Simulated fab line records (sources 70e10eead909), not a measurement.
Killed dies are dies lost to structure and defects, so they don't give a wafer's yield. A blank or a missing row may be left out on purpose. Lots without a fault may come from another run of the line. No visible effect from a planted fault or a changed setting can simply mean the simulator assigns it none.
8D (eight disciplines) problem report, filled in by code | flow nandHarc | the parts of the form that need people (team, actions taken, sign-off) are left out

## 1. PROBLEM STATEMENT
killedAtPeriphery at NHARC_END_SORT_01 reads a mean of 49.0 on 2 wafers of 2 lots; wafers without a fault read 3.6 with a standard deviation of 2.4. That puts it +19 standard deviations away from the usual mean.
First seen on wafer L530.2, day 29 18:53, on prober-01. The record has a number at this step for 13 wafers belonging to 5 lots. Rule for "out" (also "out of limits"): further than 4 standard deviations from the usual mean. The rest of the wafers with a number are treated as sound.

## 2. WHAT IT IS; WHAT IT IS NOT
question                    | is                | is not
which readings at this step | killedAtPeriphery | killedAtArray, killedAtOther, killedOpen, killedShort
which lots                  | L530, L531        | L520, L524, L532
which wafers of those lots  | L530.2, L531.6    | L531.3, L531.4
read on which gauges        | prober-01         | prober-02
when                        | from day 29 18:53 | up to then (6 sound wafers); but 5 sound wafers of L531, L532 came after

## 3. WHAT RULES OUT EACH SUSPECT
Counting: if a tool at a process step up to the reading ran every lot that is out, it stays a suspect. Sound lots after the first of them don't rule it out here, since some wafers of a struck lot are sound.
- the gauge at NHARC_END_SORT_01: kept. All the wafers that are out were read on prober-01, and no step on other tools shows them out.
- wetBench-01 at NHARC_P_STI_STRIP_19 (strips in SPM, time 900 s): kept. Every lot that is out went through it, the first being L530 (day 8 14:41); the last sound lot it ran before that was L524 (day 6 05:30).
What counting leaves: wetBench-01 at NHARC_P_STI_STRIP_19 and prober-01 at NHARC_END_SORT_01.

## 4. THE CAUSE (what the simulator had put in)
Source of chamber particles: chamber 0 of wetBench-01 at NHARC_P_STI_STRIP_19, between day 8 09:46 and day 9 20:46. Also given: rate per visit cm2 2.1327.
Of the 2 suspects that counting leaves, this tool is one.

## 5. THE EFFECT CHAIN, in route order
Each row: a reading where the mean over the struck wafers with a number is more than 3 standard deviations away from the usual. Only readings for which the record gives a usual standard deviation are gone through. hours: the time from each lot's start at the first step in this table that gives one to its start at this step, as a median over the lots. sigmas: the change in usual standard deviations.
hours | step              | reading           | usual | on struck wafers | change | sigmas
0     | NHARC_END_SORT_01 | killedAtPeriphery | 3.6   | 49.0             | +45.4  | +19

## 6. WHAT WOULD HAVE CAUGHT IT SOONER
513 hours passed between the start of the fault at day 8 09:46 and the first reading out of limits at a measuring or inspecting step in this record, taken at day 29 18:53.
Lots out: 2; all had begun NHARC_P_STI_STRIP_19 on wetBench-01 by day 29 18:53. Holding the tool at that point would not have protected any of them.
